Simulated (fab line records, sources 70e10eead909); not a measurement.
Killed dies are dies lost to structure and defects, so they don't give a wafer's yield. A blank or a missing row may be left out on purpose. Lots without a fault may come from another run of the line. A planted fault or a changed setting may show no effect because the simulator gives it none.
Chamber matching | flow nand_harc | NHARC_A_CHANNEL_HOLE_D2_ETCH_44 on rie_diel-13: 4 sister chambers
The step etches the open film in CF4/O2, target depth 140 nm, overetch 14 nm, time 77 s. 14 wafers are shown with their chamber, then 7 later ones without.

WAFERS WITH THEIR CHAMBER
wafer  | chamber | rf_vpp_V (V) | throttle_valve_pct (%) | oes_product_au (a.u.)
L077.3 | 1       | 195.9        | 13.383                 | 0.982
L077.4 | 2       | 198.5        | 13.401                 | 0.983
L077.6 | 3       | 198.0        | 13.396                 | 0.987
L078.1 | 0       | 196.3        | 13.379                 | 0.996
L078.4 | 2       | 198.6        | 13.416                 | 0.992
L078.6 | 3       | 199.6        | 13.399                 | 0.988
L080.4 | 3       | 197.3        | 13.395                 | 1.000
L080.5 | 1       | 195.0        | 13.414                 | 1.006
L080.6 | 2       | 197.7        | 13.403                 | 0.991
L084.1 | 0       | 196.7        | 13.390                 | 1.003
L084.3 | 1       | 194.9        | 13.407                 | 1.003
L084.5 | 3       | 197.9        | 13.407                 | 1.000
L089.1 | 0       | 197.4        | 13.387                 | 1.008
L089.2 | 1       | 196.4        | 13.401                 | 1.012

SIGNATURES (means of the wafers above)
reading            | chamber 0 | chamber 1 | chamber 2 | chamber 3 | scatter within a chamber
rf_vpp_V           | 196.800   | 195.550   | 198.267   | 198.200   | 0.747
throttle_valve_pct | 13.38533  | 13.40125  | 13.40667  | 13.39925  | 0.00903
oes_product_au     | 1.00233   | 1.00075   | 0.98867   | 0.99375   | 0.00888
Rule: a wafer's distance from a chamber is the root of the sum, over the readings, of the square of ((its reading less the chamber's mean) divided by the reading's scatter). The wafer belongs to the nearest chamber; if the next one is less than 2 further off, it can't be placed. The scatter: the root of (the sum of the squares of (reading less its chamber's mean) over the shown wafers, divided by (wafers less chambers)).

WAFERS WITHOUT THEIR CHAMBER
wafer  | rf_vpp_V (V) | throttle_valve_pct (%) | oes_product_au (a.u.)
L089.3 | 198.9        | 13.412                 | 0.994
L091.3 | 195.7        | 13.406                 | 0.998
L091.4 | 195.9        | 13.383                 | 1.000
L091.6 | 195.4        | 13.400                 | 1.011
L093.3 | 198.0        | 13.398                 | 1.000
L093.5 | 196.4        | 13.402                 | 0.996
L093.6 | 196.9        | 13.408                 | 1.002

WHICH CHAMBER EACH WENT THROUGH
wafer  | from the rows above               | in truth
L089.3 | can't be placed: 2 or 3           | 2
L091.3 | 1                                 | 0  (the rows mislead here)
L091.4 | can't be placed: 0 or 1           | 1
L091.6 | can't be placed: 1 or 0           | 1
L093.3 | can't be placed: 3 or 2 or 0      | 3
L093.5 | can't be placed: 1 or 0 or 3 or 2 | 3
L093.6 | can't be placed: 1 or 3 or 2 or 0 | 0
Placed correctly: 0 of 7. Can't be placed from these rows: 6 (the true chamber is among the candidates in 6). Placed wrongly: 1.
